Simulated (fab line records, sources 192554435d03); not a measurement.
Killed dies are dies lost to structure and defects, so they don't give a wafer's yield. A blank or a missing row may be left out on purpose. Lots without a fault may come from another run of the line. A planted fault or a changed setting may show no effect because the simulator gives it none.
A struck lot beside a sound one | flow n5_finfet | 16 steps out of a route of 1938
Sound: wafers L597.1, L597.5, L597.6. Struck: wafer L586.4. (L586.5 of the same lot was not struck and is left out.) The cause comes at the end.
At each step with rows: each side's tool, then ch and its chambers, then its first start. Under that, the readings that differ: sound wafers | struck wafers | difference of the means | sigmas: that difference in standard deviations of wafers without a fault.
alike: readings whose means differ by less than 2 such deviations, and words and numbers that are the same on both sides. not compared: withheld readings, readings that some wafer has no value for, bounds like >300 that may hide the same value, and numbers for which the record gives no deviation and whose values overlap.
The two part at a step that has a row with sigmas, a row that says differs or no value, or rows on one side only. Numbers that don't overlap but have no deviation are shown without sigmas and don't part them. A reading that every wafer of one side lacks parts them only if that side has two wafers or more.

first, 1 step without rows for these wafers: N5_BEOL_M3_ETCH_41 (etches SiCN in CH3F/O2, target depth 29.9 nm, time 52.5 s).
N5_BEOL_M3_STRIP_97: strips in N2/H2, time 10 s.
  sound on rie_diel-02 ch 0,1,2; struck on rie_diel-02 ch 0
  alike: drypump_motor_current_A, oes_product_au, rf_vpp_V, showerhead_plenum_p_Torr, throttle_valve_pct
  not compared: rf_hours_counter_h
N5_BEOL_M3_OCD_MEAS_38:
  sound on ocd-01, day 12 09:16; struck on ocd-01, day 9 12:44
  alike: trench_depth_nm
then, 4 steps without rows for these wafers: N5_BEOL_M3_HM_STRIP_39 (strips TiN in peroxide tin strip, target depth 25 nm, time 158 s); N5_BEOL_M3_SRD_40 (time 30 s); N5_BEOL_M3_PRECLEAN_42 (cleans in residue remover, time 60 s); N5_BEOL_M3_SRD_43 (time 30 s).
N5_BEOL_M3_CD_MEAS_35: target cd 18 nm, target cd y 21 nm.
  sound on cd_sem-03, day 12 09:31; struck on cd_sem-03, day 9 12:59
  alike: cd_nm
N5_BEOL_M3_DEGAS_44: time 60 s.
  sound on pvd_sputter-02, day 12 09:46; struck on pvd_sputter-02, day 9 13:03
  alike: heater_power_w
N5_BEOL_M3_PRE_CLEAN_45: time 30 s.
  sound on pvd_sputter-02, day 12 09:49; struck on pvd_sputter-02, day 9 13:05
  alike: heater_power_w
N5_BEOL_M3_ALD_84: deposits TaN, pulse time 2 s, purge time 3 s, co reactant purge time 2 s.
  sound on ald_metal-03 ch 1,2,3, day 12 09:52; struck on ald_metal-03 ch 0, day 9 13:09
  alike: heater_power_w, precursor_vessel_carrier_sccm
N5_BEOL_M3_SURFACE_TREAT_85:
  sound on pvd_sputter-03, day 12 10:10; struck on pvd_sputter-02, day 9 13:28
  not compared: throttle_valve_pct
N5_BEOL_M3_CVD_47: deposits Co from CCTBA/H2, target thk 3 nm, time 223.8 s.
  sound on cvd_co-02 ch 0,1,2, day 12 10:17; struck on cvd_co-01 ch 1, day 9 13:41
  reading          | sound             | struck | difference | sigmas
  run_length_s (s) | 246.8 246.3 245.8 | 190.5  | -55.8      | -99 or more
then, 1 step without rows for these wafers: N5_BEOL_M3_SPUTTER_48 (material Cu, target thk 4.5 nm, time 8.29 s).
N5_BEOL_M4_RC_MEAS_101:
  sound on prober-02 ch 0, day 12 23:56; struck on prober-02 ch 0, day 10 08:14
  alike: DIBL_N, DIBL_P, IOFF_N, IOFF_P, ION_N, ION_P, SS_N, SS_P, VT_N, VT_P
then, 1 step without rows for these wafers: N5_PASSIVATION_PROBE_49.

WHERE THEY PART
Only at N5_BEOL_M3_CVD_47, within this record. Later steps at which nothing parts them and some readings are alike: N5_BEOL_M4_RC_MEAS_101.

WHY: what the simulator had put in
Process parameter drift: cvd_co-01, from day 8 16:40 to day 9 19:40, at N5_BEOL_M3_CVD_47. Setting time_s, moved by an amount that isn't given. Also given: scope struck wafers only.
